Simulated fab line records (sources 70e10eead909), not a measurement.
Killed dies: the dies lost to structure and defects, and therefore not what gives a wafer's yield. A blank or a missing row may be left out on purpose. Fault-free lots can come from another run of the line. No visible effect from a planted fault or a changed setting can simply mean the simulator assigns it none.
Matching of chambers -- flow nand harc -- NHARC_A_M0_PRE_CLEAN_31 on pecvd-01: 3 sister chambers
The step time 12 s. 16 wafers are shown with their chamber, then 8 later ones without.

== WAFERS PAIRED WITH THEIR CHAMBERS ==
wafer,chamber,heater power w (W)
L078.1,0,677
L078.3,2,596
L078.5,1,640
L081.1,0,626
L081.4,0,636
L081.6,1,610
L082.1,2,696
L082.2,0,676
L082.5,2,713
L083.3,1,722
L083.4,0,644
L083.6,1,740
L086.1,2,682
L086.3,0,611
L086.5,0,630
L092.3,2,633

SIGNATURES, as means of the wafers listed above
reading,chamber 0,chamber 1,chamber 2,scatter within a chamber
heater power w,642.86,678.00,664.00,43.8
Rule: a wafer lies at a distance from a chamber equal to the root of the sum of squares, over the readings, of (its reading less the chamber's mean, divided by the reading's scatter). The wafer belongs to the nearest chamber; if the next one is less than 2 further off, it can't be placed. How the scatter is found: for the shown wafers, subtract from each reading the mean of its chamber, square and add these, divide the total by (wafers less chambers), then take the root.

== WAFERS MISSING THEIR CHAMBER ==
wafer,heater power w (W)
L092.4,693
L092.6,613
L093.1,567
L093.3,615
L093.5,570
L094.2,589
L094.5,595
L094.6,564

== EACH ONE'S CHAMBER ==
wafer,from the rows above,in truth
L092.4,can't be placed: 1 or 2 or 0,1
L092.6,can't be placed: 0 or 2 or 1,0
L093.1,can't be placed: 0 or 2 or 1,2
L093.3,can't be placed: 0 or 2 or 1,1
L093.5,can't be placed: 0 or 2 or 1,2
L094.2,can't be placed: 0 or 2 or 1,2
L094.5,can't be placed: 0 or 2 or 1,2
L094.6,can't be placed: 0 or 2 or 1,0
Correctly placed: 0 of 8. Can't be placed from these rows: 8 (the true chamber is among the candidates in 8). Number placed wrongly: 0.
